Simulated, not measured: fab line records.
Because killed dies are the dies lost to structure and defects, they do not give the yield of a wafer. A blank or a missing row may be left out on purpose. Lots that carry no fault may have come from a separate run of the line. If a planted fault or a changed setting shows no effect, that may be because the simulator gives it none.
Split-lot experiment	flow n5 finfet	21 wafers read across 7 lots, on a route 1938 steps long

== ABOUT THE SPLIT ==
At N5_HKMG_FIN_COAT_66 (time 60 s, resist thk 300 nm), the setting spin rpm was moved away from the recipe's 1500 rpm on 7 of the 21 wafers read, by -9.1% to +10.1%. The other wafers ran this setting at the recipe's value.

The reading comes from the split's own step.

== THE READING ==
SOC_of_HKMG_FIN_COAT_66.thk nm (the simulator's own value, which no gauge read), in nm, at N5_HKMG_FIN_COAT_66 (time 60 s, resist thk 300 nm). There is no usual value for it anywhere in the file. Here, 14 wafers ran the recipe; their average is 300.0 nm with a standard deviation of 0.55 nm.

wafer	tool, chamber at the split	spin rpm as run, rpm	against the recipe	SOC_of_HKMG_FIN_COAT_66.thk nm, nm	against lot-mates on the recipe
L074.2	litho track-04, 0	1363	-9.1%	314.8	+14.3
L074.3	litho track-04, 0	1500	recipe	300.4	-
L074.4	litho track-04, 0	1500	recipe	300.6	-
L075.3	litho track-01, 0	1608	+7.2%	290.6	-10.6
L075.4	litho track-01, 0	1500	recipe	301.2	-
L075.5	litho track-01, 0	1608	+7.2%	289.4	-11.8
L076.2	litho track-01, 0	1500	recipe	299	-
L076.5	litho track-01, 0	1500	recipe	299.8	-
L076.6	litho track-01, 0	1500	recipe	300.2	-
L087.1	litho track-03, 0	1616	+7.7%	287.6	-11.6
L087.2	litho track-03, 0	1616	+7.7%	288	-11.2
L087.4	litho track-03, 0	1500	recipe	299.2	-
L093.2	litho track-01, 0	1651	+10.1%	286.8	-13.5
L093.3	litho track-01, 0	1500	recipe	300.4	-
L093.4	litho track-01, 0	1500	recipe	300.2	-
L094.1	litho track-04, 0	1500	recipe	299.6	-
L094.2	litho track-04, 0	1629	+8.6%	287.2	-12.5
L094.5	litho track-04, 0	1500	recipe	299.8	-
L095.3	litho track-01, 0	1500	recipe	300.2	-
L095.4	litho track-01, 0	1500	recipe	299.6	-
L095.5	litho track-01, 0	1500	recipe	300	-

FIT RESULTS
A straight line over all 21 wafers: SOC_of_HKMG_FIN_COAT_66.thk nm changes by -1.49 nm for each +1% of spin rpm; r = -0.99; the points scatter about the line by 0.77 nm.
The same after taking each lot's own level away (the mean of its wafers on the recipe; 21 wafers): -1.48 nm for each +1%; r = -1.00; scatter 0.51 nm.
The reading moves by 15 nm for the largest change in spin rpm, on that fit.
The lots' own levels span 299.20 to 301.20 nm, that is 3.6 times the standard deviation above.
So the lot-to-lot level changes the slope little: the two slopes agree.
Check: with one of the wafers moved furthest among these (+10.1%) left out of the fit, the line predicts -15.2 nm for it against its lot-mates. Against them it came out at -13.5 nm.

== ADDITIONAL SPLITS CARRIED BY THESE WAFERS ==
Other splits were also applied to these wafers ahead of the reading. Each is held against what the fit with the lots' levels taken away leaves over:
other split on the same wafers	wafers away from the commonest value	r with SOC_of_HKMG_FIN_COAT_66.thk nm (lot level and that fit taken away)
N5_SD_EPI_N_EPI_21 temp c	10	+0.24
N5_SDB_COAT_05 spin rpm	5	-0.09
N5_HKMG_FIN_ETCH_58 source w	9	+0.26

== THE FILE'S OWN FIT ==
SOC_of_HKMG_FIN_COAT_66.thk nm changes by -1.47 nm for each +1% of spin rpm, r = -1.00.
